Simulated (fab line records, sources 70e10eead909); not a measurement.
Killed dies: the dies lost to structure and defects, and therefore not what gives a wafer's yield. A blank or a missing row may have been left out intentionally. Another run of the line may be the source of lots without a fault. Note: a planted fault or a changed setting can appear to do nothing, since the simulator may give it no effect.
Code-filled problem report in 8D (eight disciplines) form -- flow nandHarc -- the parts of the form that need people (team, actions taken, sign-off) are left out

== 1. WHAT WENT WRONG ==
rawDefectCount at NHARC_P_GATE_INSPECT_68 reads a mean of 967 on 1 wafer of 1 lot; wafers without a fault read 206 with a standard deviation of 68. That puts it +11 standard deviations away from the usual mean.
Earliest sighting: wafer L292.4 on defectInspect-02 at day 11 21:59. The record has a number at this step for 39 wafers belonging to 13 lots. Rule for "out" (also "out of limits"): further than 4 standard deviations from the usual mean. Any other wafer with a number is counted as sound.

== 2. WHAT IT IS AND WHAT IT IS NOT ==
question,is,is not
which readings at this step,rawDefectCount,-
which lots,L292,"L278, L279, L281, L282, L285, L294, L295, L296, L298, L299, L300, L301"
which wafers of those lots,L292.4,"L292.1, L292.3"
read on which gauges,defectInspect-02,defectInspect-01
when,from day 11 21:59,"up to then (17 sound wafers); but 21 sound wafers of L294, L295, L296, L298, L299, L300, L301 came after"

== 3. WHAT RULES OUT EACH SUSPECT ==
Counting: if a tool at a process step up to the reading ran every lot that is out, it stays a suspect. Sound lots after the first of them don't rule it out here, since some wafers of a struck lot are sound.
- ruled out: the gauge at NHARC_P_GATE_INSPECT_68. All the wafers that are out were read on defectInspect-02, but those of them that NHARC_END_SORT_01 has rows for are out there too, on other tools.
- plasmaAsher-01 at NHARC_P_GATE_STRIP_111 (strips in N2/H2, time 250 s): kept. L292, the lot that is out, went through it at day 11 15:57; up to then, the latest sound lot through it was L282 at day 7 08:16.
- plasmaAsher-01 at NHARC_P_GATE_STRIP_76 (strips in O2): kept. L292, the lot that is out, went through it at day 11 17:59; up to then, the latest sound lot through it was L285 at day 8 09:42.
- pvdSputter-01 at NHARC_P_GATE_SPUTTER_79 (material TiN, target thk 10 nm): kept. L292, the lot that is out, went through it at day 11 21:13; up to then, the latest sound lot through it was L281 at day 7 11:19.
- Within plasmaAsher-01 at NHARC_P_GATE_STRIP_111, the wafers that are out were processed in chamber 1 and their sound lot-mates in chamber 0.
The count leaves plasmaAsher-01 at NHARC_P_GATE_STRIP_111, plasmaAsher-01 at NHARC_P_GATE_STRIP_76, and pvdSputter-01 at NHARC_P_GATE_SPUTTER_79.

== 4. THE CAUSE (what the simulator had put in) ==
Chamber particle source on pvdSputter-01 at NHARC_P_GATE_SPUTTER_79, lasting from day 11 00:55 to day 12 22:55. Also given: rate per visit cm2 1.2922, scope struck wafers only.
3 suspects survive the count, and this tool is in that group.

== 5. THE EFFECT CHAIN, in route order ==
One row per reading whose mean, taken over the struck wafers that have a number, lies over 3 standard deviations from the usual. Scope: only readings with a usual standard deviation given in the record; hours: median across lots of the time from each lot's start at the first step in this table that gives one to its start at this step; sigmas: change in usual standard deviations.
hours,step,reading,usual,on struck wafers,change,sigmas
0,NHARC_P_GATE_INSPECT_68,rawDefectCount,206,967,+761,+11
445,NHARC_END_SORT_01,killedAtPeriphery,4,43,+39,+13
Later measuring or inspecting steps at which every struck wafer that the step has a row for has a number for every such reading, and none has moved that far: NHARC_P_CONTACT_CD_MEAS_12.

== 6. WHAT WOULD HAVE CAUGHT IT SOONER ==
In this record the first reading out of limits at a measuring or inspecting step was taken at day 11 21:59, 21 hours after the fault began at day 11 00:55.
Lots out: 1; all had begun NHARC_P_GATE_SPUTTER_79 on pvdSputter-01 by day 11 21:59. A hold on the tool at that time would have spared none of them.
